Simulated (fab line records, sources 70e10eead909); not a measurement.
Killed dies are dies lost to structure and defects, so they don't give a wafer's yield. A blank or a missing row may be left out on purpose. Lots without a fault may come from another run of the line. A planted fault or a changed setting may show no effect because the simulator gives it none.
fab line records | flow nand_harc
record lots=15 wafers=42 last_day=33
route steps=1302 shown A_CHANNEL_FILL_D1@513 A_DECK1_JOINT@527 A_ONON_D2@550
lots that met no fault: from a run of the same line without faults
start_h: hours from the record's first day to the start of the lot's first wafer shown | wait_h: hours since the lot's step before | " the same as in the row above | L1.1+2: a row that stands for several wafers | - no value, or no start given | * or withheld: withheld | < > ~ a bound
route shown NAME@n: a module of which the file shows steps, and the number in the route of the first | usual: mean/standard deviation of fault-free wafers | same: alike in all rows | chamber/n: place in a boat | sites: the reading at each site | _std_site: their standard deviation | _edge_site: outer sites' mean less inner sites' | radius_mm: how far each site lies from the wafer's centre | mask NAME#n: copy n | behind: the tool/chamber that last shaped the wafer | hold: why the lot was held/for how many hours/how that ended | device: the transistor (n, p or np) that didn't switch | end of line: the same wafers' tests at the end of the route | a step without rows: its recipe alone | killed: dies lost to structure and defects at the first sort, not the wafer's yield | map: a wafer's dies, x killed, . not, _ none there
set.NAME: the setting as run; set.NAME@STEP: as run at that earlier step | model.NAME: the simulator's own value behind a step, which no gauge read
steps of the route over a sample of lots; a table a step, a row a wafer
services: from which hour (start_h, from the record's first day; less than 0 if before it) a tool's chamber was out of use, for how many hours, and why
## steps
# step NHARC_A_CHANNEL_FILL_D1_CMP_10
# recipe target_thk_nm=150
# usual motor_current_A=12.5/1.4 time_to_endpoint_s=15.1/1.9
# columns lot.wafer tool chamber start_h wait_h motor_current_A time_to_endpoint_s
L837.3 cmp-01 3 235.91 0.4 11.3 12.9
L837.4 " 0 " " 11.5 12.4
L837.1 " 1 " " 14.9 12.0
L839.2 cmp-04 3 260.49 0.4 13.5 15.5
L839.3 " 0 " " 14.4 18.0
L839.1 " 1 " " 11.9 18.1
L840.1 cmp-01 1 260.49 0.4 14.5 12.9
L840.2 " 2 " " 11.9 14.3
L840.5 " 0 " " 10.9 12.8
L838.4 cmp-04 0 260.67 0.6 15.2 14.9
L838.3 " 1 " " 13.2 12.7
L838.6 " 3 " " 13.6 13.9
L841.3 cmp-04 1 282.43 0.4 11.3 14.9
L841.2 " 3 " " 13.7 13.2
L841.6 " 1 " " 12.3 16.5
L842.2 cmp-03 1 284.66 0.4 12.1 18.0
L842.3 " 3 " " 13.4 14.9
L842.5 " 2 " " 12.6 16.8
L843.3 cmp-03 2 296.06 0.4 12.3 11.3
L843.1 " 0 " " 11.2 15.2
L843.6 " 2 " " 12.5 11.1
L849.4 cmp-04 0 380.86 0.4 15.8 15.9
L849.1 " 1 " " 12.7 16.1
L852.2 cmp-03 2 385.05 0.4 12.6 14.2
L852.5 " 3 " " 12.2 16.7
L850.1 cmp-04 3 395.13 0.4 13.8 15.4
L850.2 " 1 " " 12.1 14.9
L854.2 cmp-01 0 406.92 0.4 10.9 14.8
L854.5 " 0 " " 10.9 14.3
L854.6 " 1 " " 13.8 15.4
L855.3 cmp-04 1 427.31 0.4 12.9 15.6
L855.5 " 1 " " 12.2 15.8
L855.6 " 2 " " 12.3 13.8
L857.2 cmp-03 3 451.26 0.4 12.8 13.9
L857.3 " 0 " " 10.5 16.2
L857.1 " 1 " " 11.6 16.1
L859.2 cmp-01 3 456.21 0.4 10.6 15.8
L859.4 " 0 " " 11.1 17.6
L859.5 " 3 " " 11.2 15.9
L860.1 cmp-01 0 470.29 0.4 11.3 14.3
L860.5 " 3 " " 11.0 15.3
L860.6 " 0 " " 11.2 17.3
# step NHARC_A_DECK1_JOINT_CMP_13
# recipe target_thk_nm=51.023
# usual motor_current_A=12.0/1.2 time_to_endpoint_s=9.3/2.1
# columns lot.wafer tool chamber start_h wait_h motor_current_A time_to_endpoint_s
L837.1 cmp-01 2 246.67 0.4 12.4 6.6
L837.4 " 0 " " 11.1 5.9
L837.3 " 1 " " 14.5 6.1
L839.2 cmp-02 1 271.20 0.4 11.4 11.1
L839.1 " 2 " " 12.7 8.6
L839.3 " 0 " " 11.1 7.8
L840.2 cmp-03 0 271.20 0.4 11.2 8.5
L840.1 " 1 " " 12.3 12.0
L840.5 " 0 " " 10.5 9.6
L838.4 cmp-01 2 271.25 0.4 11.3 6.4
L838.3 " 3 " " 10.9 5.2
L838.6 " 1 " " 14.3 4.4
L841.3 cmp-02 0 293.73 0.4 10.3 4.9
L841.2 " 1 " " 11.9 5.0
L841.6 " 0 " " 10.9 8.0
L842.3 cmp-03 0 293.73 0.4 10.9 8.1
L842.2 " 2 " " 12.7 7.1
L842.5 " 3 " " 13.3 8.9
L843.3 cmp-01 0 306.64 0.4 11.6 11.1
L843.1 " 3 " " 11.4 10.1
L843.6 " 0 " " 10.9 11.4
L849.1 cmp-01 2 391.62 0.4 12.7 11.6
L849.4 " 0 " " 10.6 7.0
L852.2 cmp-01 3 395.97 0.4 10.8 8.3
L852.5 " 1 " " 14.7 9.2
L850.1 cmp-01 3 405.97 0.4 11.4 9.2
L850.2 " 1 " " 14.7 8.3
L854.2 cmp-03 3 417.72 0.4 12.8 9.0
L854.5 " 1 " " 12.2 10.8
L854.6 " 2 " " 12.3 11.2
L855.3 cmp-02 0 440.29 0.4 11.2 10.3
L855.5 " 0 " " 10.9 9.4
L855.6 " 1 " " 11.8 9.8
L857.2 cmp-01 3 462.10 0.4 11.3 10.7
L857.3 " 0 " " 11.4 14.3
L857.1 " 2 " " 12.0 12.8
L859.4 cmp-02 1 466.99 0.4 12.1 11.1
L859.2 " 2 " " 11.9 8.7
L859.5 " 2 " " 12.9 9.2
L860.1 cmp-02 1 481.04 0.4 12.7 12.5
L860.6 " 0 " " 11.2 13.1
L860.5 " 1 " " 12.2 10.5
# step NHARC_A_ONON_D2_THK_MEAS_08
# recipe thk_meas_gauge=ellipsometry
# usual thk_nm=998/12
# columns lot.wafer tool chamber start_h wait_h thk_nm
L837.1 film_metro-01 - 271.71 - 1002
L837.3 " - " " 1002
L837.4 " - " " 1002
L839.1 film_metro-01 - 300.17 - 995
L839.2 " - " " 995
L839.3 " - " " 998
L838.3 film_metro-02 - 300.35 - 1008
L838.4 " - " " 1009
L838.6 " - " " 1008
L840.1 film_metro-01 - 300.45 - 993
L840.2 " - " " 994
L840.5 " - " " 997
L841.2 film_metro-01 - 318.25 - 1014
L841.3 " - " " 1015
L841.6 " - " " 1014
L842.2 film_metro-02 - 318.26 - 973
L842.3 " - " " 973
L842.5 " - " " 973
L843.1 film_metro-01 - 330.87 - 1001
L843.3 " - " " 1001
L843.6 " - " " 999
L849.1 film_metro-01 - 414.20 - 981
L849.4 " - " " 981
L852.2 film_metro-02 - 425.49 - 1001
L852.5 " - " " 1003
L850.1 film_metro-02 - 435.66 - 1004
L850.2 " - " " 1004
L854.2 film_metro-01 - 448.08 - 986
L854.5 " - " " 986
L854.6 " - " " 984
L855.3 film_metro-01 - 465.14 - 991
L855.5 " - " " 991
L855.6 " - " " 991
L857.1 film_metro-02 - 488.72 - 1018
L857.2 " - " " 1018
L857.3 " - " " 1016
L859.2 film_metro-01 - 494.17 - 997
L859.4 " - " " 998
L859.5 " - " " 998
L860.1 film_metro-01 - 506.21 - 1028
L860.5 " - " " 1028
L860.6 " - " " 1028
# step NHARC_A_ONON_D2_DEP_22
# recipe target_thk_a=10000 n2_flow_sccm=2750 n2o_flow_sccm=2000 nh3_flow_sccm=500 sih4_flow_sccm=210 temp_c=400
# usual n2o_flow_sccm=2000/5.6
# columns lot.wafer tool chamber start_h wait_h n2o_flow_sccm
L837.1 pecvd_onon-03 0 283.79 0.1 1997
L837.3 " 0 " " 1992
L837.4 " 0 " " 1994
L838.3 pecvd_onon-04 0 309.33 0.2 2000
L838.4 " 0 " " 2001
L838.6 " 0 " " 1992
L840.1 pecvd_onon-03 0 309.35 0.1 2003
L840.2 " 0 " " 2001
L840.5 " 0 " " 2000
L839.1 pecvd_onon-01 0 309.36 0.1 2001
L839.2 " 0 " " 1994
L839.3 " 0 " " 1994
L842.2 pecvd_onon-01 0 327.78 0.1 2001
L842.3 " 0 " " 1999
L842.5 " 0 " " 1999
L841.2 pecvd_onon-04 0 327.80 0.1 2000
L841.3 " 0 " " 1996
L841.6 " 0 " " 2000
L843.1 pecvd_onon-01 0 339.98 0.1 1991
L843.3 " 0 " " 2004
L843.6 " 0 " " 2000
L849.1 pecvd_onon-03 0 423.71 0.1 2002
L849.4 " 0 " " 2007
L852.2 pecvd_onon-03 0 434.66 0.1 2002
L852.5 " 0 " " 1997
L850.1 pecvd_onon-03 0 445.18 0.1 2006
L850.2 " 0 " " 2010
L854.2 pecvd_onon-04 0 457.21 0.1 2007
L854.5 " 0 " " 2011
L854.6 " 0 " " 2007
L855.3 pecvd_onon-01 0 474.34 0.2 2010
L855.5 " 0 " " 2001
L855.6 " 0 " " 2007
L857.1 pecvd_onon-01 0 498.45 0.1 2004
L857.2 " 0 " " 2003
L857.3 " 0 " " 2004
L859.2 pecvd_onon-01 0 503.70 0.1 2005
L859.4 " 0 " " 2007
L859.5 " 0 " " 1997
L860.1 pecvd_onon-01 0 517.54 0.1 1983
L860.5 " 0 " " 1991
L860.6 " 0 " " 1995
# step NHARC_A_ONON_D2_THK_MEAS_24
# recipe thk_meas_gauge=ellipsometry
# usual thk_nm=1000/8.2
# columns lot.wafer tool chamber start_h wait_h thk_nm
L837.1 film_metro-01 - 284.30 - 991
L837.3 " - " " 991
L837.4 " - " " 989
L838.3 film_metro-02 - 309.73 - 990
L838.4 " - " " 990
L838.6 " - " " 990
L840.1 film_metro-02 - 309.85 - 991
L840.2 " - " " 990
L840.5 " - " " 991
L839.1 film_metro-01 - 309.88 - 997
L839.2 " - " " 999
L839.3 " - " " 998
L842.2 film_metro-01 - 328.24 - 1006
L842.3 " - " " 1004
L842.5 " - " " 1005
L841.2 film_metro-02 - 328.26 - 1003
L841.3 " - " " 1002
L841.6 " - " " 1003
L843.1 film_metro-01 - 340.48 - 1006
L843.3 " - " " 1007
L843.6 " - " " 1008
L849.1 film_metro-02 - 424.22 - 283
L849.4 " - " " 995
L852.2 film_metro-02 - 435.11 - 1008
L852.5 " - " " 296
L850.1 film_metro-02 - 445.70 - 299
L850.2 " - " " 1010
L854.2 film_metro-01 - 457.67 - 1006
L854.5 " - " " 1004
L854.6 " - " " 1005
L855.3 film_metro-01 - 474.74 - 1013
L855.5 " - " " 1015
L855.6 " - " " 1014
L857.1 film_metro-01 - 498.95 - 1009
L857.2 " - " " 1008
L857.3 " - " " 1007
L859.2 film_metro-01 - 504.16 - 1015
L859.4 " - " " 1016
L859.5 " - " " 1014
L860.1 film_metro-02 - 518.04 - 983
L860.5 " - " " 983
L860.6 " - " " 983
## services
# columns tool chamber start_h hours kind
cmp-03 - 217.25 0.3 repair
cmp-02 - 227.03 1.3 repair
cmp-02 - 232.51 4.0 pm
cmp-02 - 259.69 1.6 repair
cmp-03 - 260.00 4.0 pm
pecvd_onon-01 - 269.04 13.0 pm
cmp-02 - 282.26 1.4 repair
cmp-01 - 283.50 4.0 pm
cmp-02 - 304.85 2.1 repair
cmp-04 - 307.00 4.0 pm
cmp-01 - 312.61 1.6 repair
cmp-04 - 313.30 3.8 repair
cmp-02 - 330.51 4.0 pm
cmp-03 - 358.00 4.0 pm
cmp-01 - 366.94 1.1 repair
cmp-01 - 381.50 4.0 pm
cmp-04 - 383.75 7.2 repair
cmp-04 - 405.00 4.0 pm
cmp-01 - 439.70 0.9 repair
pecvd_onon-01 - 450.04 13.0 pm
cmp-03 - 456.00 4.0 pm
cmp-01 - 479.50 4.0 pm
cmp-04 - 501.47 2.9 repair
cmp-03 - 504.32 11.6 repair
## key
first_sign step=NHARC_A_ONON_D2_THK_MEAS_24 reading=thk_nm direction=down sigmas=86 usual=1000 struck=293
effect none on later readings
met_at NHARC_A_ONON_D2_DEP_22
struck_lots L849,L850,L852
struck_wafers L849.1,L850.1,L852.5
later_rows_left_out L849.1,L850.1,L852.5
sort_left_out L849.1,L850.1,L852.5
tester_left_out L849,L850,L852
not_acting_at NHARC_A_CHANNEL_FILL_D1_CMP_10,NHARC_A_DECK1_JOINT_CMP_13,NHARC_A_ONON_D2_THK_MEAS_08
onset_between 309.35 423.71
fault kind=process_parameter_drift tool=pecvd_onon-03 chamber=- onset_h=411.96 steps=NHARC_A_ONON_D2_DEP_22 channel=target_thk_a offset=* shape=step end_h=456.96 scope=struck_wafers_only acts_in=* stated=*
# tester_left_out: of these lots the tester's yield and bins aren't shown, on N5 and GAA mostly nor the transistor test; their killed dies are dies lost to structure and defects alone, not to doping, threshold or leakage, so they don't give the yield
# sort_left_out: the simulated sort isn't trusted on such a fault, so these wafers' sort isn't shown, and their yield isn't known
# later_rows_left_out: the simulator's readings of these wafers behind a module that went badly wrong aren't trusted and aren't shown, but for the sort
